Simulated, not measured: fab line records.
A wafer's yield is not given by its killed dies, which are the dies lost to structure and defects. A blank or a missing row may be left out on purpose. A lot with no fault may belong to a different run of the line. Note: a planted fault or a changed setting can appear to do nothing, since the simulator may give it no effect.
Chamber matching || flow n5_finfet || N5_BEOL_M5_ETCH_68 on rie_diel-05: 4 sister chambers
The step etches SOC in N2/H2, target depth 80 nm, overetch 16 nm, time 120 s. 8 wafers are shown with their chamber, then 10 later ones without.

EACH WAFER AND ITS CHAMBER
{"wafer": "L079.5", "chamber": 1, "showerhead_plenum_p_Torr (Torr)": 2.70, "drypump_motor_current_A (A)": 6.1}
{"wafer": "L081.2", "chamber": 2, "showerhead_plenum_p_Torr (Torr)": 2.67, "drypump_motor_current_A (A)": 6.7}
{"wafer": "L081.4", "chamber": 0, "showerhead_plenum_p_Torr (Torr)": 2.35, "drypump_motor_current_A (A)": 5.6}
{"wafer": "L082.1", "chamber": 1, "showerhead_plenum_p_Torr (Torr)": 2.70, "drypump_motor_current_A (A)": 6.1}
{"wafer": "L082.2", "chamber": 0, "showerhead_plenum_p_Torr (Torr)": 2.34, "drypump_motor_current_A (A)": 5.6}
{"wafer": "L082.4", "chamber": 3, "showerhead_plenum_p_Torr (Torr)": 2.61, "drypump_motor_current_A (A)": 5.7}
{"wafer": "L084.3", "chamber": 3, "showerhead_plenum_p_Torr (Torr)": 2.61, "drypump_motor_current_A (A)": 5.8}
{"wafer": "L084.4", "chamber": 2, "showerhead_plenum_p_Torr (Torr)": 2.67, "drypump_motor_current_A (A)": 6.7}

WAFERS WITH NO CHAMBER GIVEN
{"wafer": "L084.5", "showerhead_plenum_p_Torr (Torr)": 2.34, "drypump_motor_current_A (A)": 5.6}
{"wafer": "L085.2", "showerhead_plenum_p_Torr (Torr)": 2.60, "drypump_motor_current_A (A)": 5.8}
{"wafer": "L085.3", "showerhead_plenum_p_Torr (Torr)": 2.69, "drypump_motor_current_A (A)": 6.1}
{"wafer": "L085.6", "showerhead_plenum_p_Torr (Torr)": 2.34, "drypump_motor_current_A (A)": 5.6}
{"wafer": "L090.1", "showerhead_plenum_p_Torr (Torr)": 2.34, "drypump_motor_current_A (A)": 5.6}
{"wafer": "L090.4", "showerhead_plenum_p_Torr (Torr)": 2.69, "drypump_motor_current_A (A)": 6.1}
{"wafer": "L090.6", "showerhead_plenum_p_Torr (Torr)": 2.69, "drypump_motor_current_A (A)": 6.1}
{"wafer": "L095.1", "showerhead_plenum_p_Torr (Torr)": 2.34, "drypump_motor_current_A (A)": 5.6}
{"wafer": "L095.2", "showerhead_plenum_p_Torr (Torr)": 2.59, "drypump_motor_current_A (A)": 5.8}
{"wafer": "L095.4", "showerhead_plenum_p_Torr (Torr)": 2.69, "drypump_motor_current_A (A)": 6.1}

CHAMBER TAKEN BY EACH
{"wafer": "L084.5", "from the rows above": 0, "in truth": 0}
{"wafer": "L085.2", "from the rows above": 3, "in truth": 3}
{"wafer": "L085.3", "from the rows above": 1, "in truth": 1}
{"wafer": "L085.6", "from the rows above": 0, "in truth": 0}
{"wafer": "L090.1", "from the rows above": 0, "in truth": 0}
{"wafer": "L090.4", "from the rows above": 1, "in truth": 1}
{"wafer": "L090.6", "from the rows above": 1, "in truth": 1}
{"wafer": "L095.1", "from the rows above": 0, "in truth": 0}
{"wafer": "L095.2", "from the rows above": 3, "in truth": 3}
{"wafer": "L095.4", "from the rows above": 1, "in truth": 1}
Correct placement for 10 of the 10. Not placeable from these rows: 0. Number placed wrongly: 0.
How it was worked out, from the rows above alone: a wafer's distance from a chamber is the root of the sum, over the readings, of the square of ((its reading less the chamber's mean) divided by the reading's scatter). If the next closest chamber is less than 2 further off than the closest, the wafer can't be placed; otherwise it belongs to the closest. Each chamber's mean is taken over the wafers shown for it. The scatter: take each reading less its chamber's mean, square it, sum over the shown wafers, divide by the number of wafers less the number of chambers, and take the root.
